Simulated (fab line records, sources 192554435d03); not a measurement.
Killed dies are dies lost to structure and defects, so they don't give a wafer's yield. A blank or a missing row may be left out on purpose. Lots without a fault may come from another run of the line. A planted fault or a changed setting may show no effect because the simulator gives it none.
Chamber matching | flow n5_finfet | N5_HKMG_FIN_STRIP_34 on rie_diel-01: 4 sister chambers
The step strips in CF4. 4 wafers are shown with their chamber, then 7 later ones without.

WAFERS WITH THEIR CHAMBER
wafer  | chamber | throttle_valve_pct (%)
L080.2 | 0       | 13.52
L081.3 | 2       | 13.77
L084.1 | 1       | 13.91
L084.3 | 3       | 13.20

WAFERS WITHOUT THEIR CHAMBER
wafer  | throttle_valve_pct (%)
L084.5 | 13.92
L089.2 | 13.81
L089.4 | 13.94
L089.5 | 13.83
L093.4 | 13.55
L093.5 | 13.54
L093.6 | 13.97

WHICH CHAMBER EACH WENT THROUGH
wafer  | from the rows above     | in truth
L084.5 | 1                       | 1
L089.2 | can't be placed: 2 or 1 | 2
L089.4 | 1                       | 1
L089.5 | can't be placed: 2 or 1 | 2
L093.4 | 0                       | 0
L093.5 | 0                       | 0
L093.6 | 1                       | 1
Placed correctly: 5 of 7. Can't be placed from these rows: 2 (the true chamber is among the candidates in 2). Placed wrongly: 0.
How it was worked out, from the rows above alone: a wafer's distance from a chamber is the root of the sum, over the readings, of the square of ((its reading less the chamber's mean) divided by the reading's scatter). The wafer belongs to the nearest chamber; if the next one is less than 2 further off, it can't be placed. A chamber's mean is the mean of its shown wafers. The scatter: with one shown wafer a chamber, the root of the mean of the squares of how far each hidden wafer lies from its nearest shown one.
